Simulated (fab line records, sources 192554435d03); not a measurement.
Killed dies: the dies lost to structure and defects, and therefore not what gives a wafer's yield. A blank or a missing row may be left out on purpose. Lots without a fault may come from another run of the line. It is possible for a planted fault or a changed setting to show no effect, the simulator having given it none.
Chamber matching / flow n5-finfet / 4 sister chambers for N5_ILD0_LINER_00 on ald-sin-04
The step material SiNx, target thk 4 nm, pulse time 1 s, purge time 2 s. 4 wafers are shown with their chamber, then 11 later ones without.

== WAFERS WITH THEIR CHAMBER ==
wafer=L083.2; chamber=1; heater-power-w (W)=868
wafer=L086.3; chamber=0; heater-power-w (W)=952
wafer=L086.6; chamber=3; heater-power-w (W)=917
wafer=L087.1; chamber=2; heater-power-w (W)=1053

== WAFERS WHOSE CHAMBER IS MISSING ==
wafer=L087.3; heater-power-w (W)=853
wafer=L087.6; heater-power-w (W)=978
wafer=L088.2; heater-power-w (W)=835
wafer=L088.3; heater-power-w (W)=925
wafer=L088.5; heater-power-w (W)=854
wafer=L091.3; heater-power-w (W)=952
wafer=L091.5; heater-power-w (W)=976
wafer=L091.6; heater-power-w (W)=923
wafer=L092.3; heater-power-w (W)=980
wafer=L092.4; heater-power-w (W)=858
wafer=L092.6; heater-power-w (W)=982

== WHICH CHAMBER EACH ONE RAN IN ==
wafer=L087.3; from the rows above=1; in truth=1
wafer=L087.6; from the rows above=can't be placed: 0 or 3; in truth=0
wafer=L088.2; from the rows above=1; in truth=1
wafer=L088.3; from the rows above=can't be placed: 3 or 0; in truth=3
wafer=L088.5; from the rows above=1; in truth=1
wafer=L091.3; from the rows above=can't be placed: 0 or 3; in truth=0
wafer=L091.5; from the rows above=can't be placed: 0 or 3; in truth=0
wafer=L091.6; from the rows above=can't be placed: 3 or 0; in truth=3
wafer=L092.3; from the rows above=can't be placed: 0 or 3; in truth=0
wafer=L092.4; from the rows above=1; in truth=1
wafer=L092.6; from the rows above=can't be placed: 0 or 3 or 2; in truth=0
Correctly placed: 4 of 11. From these rows, 7 cannot be placed; in 7 the true chamber is one of the candidates. Number placed wrongly: 0.
How it was worked out, from the rows above alone: a wafer's distance from a chamber is the root of the sum, over the readings, of the square of ((its reading less the chamber's mean) divided by the reading's scatter). If the next closest chamber is less than 2 further off than the closest, the wafer can't be placed; otherwise it belongs to the closest. For every chamber, the mean is computed from those of its wafers that are shown. The scatter: root of mean squared gap, hidden wafer to nearest shown wafer, with one shown wafer a chamber.
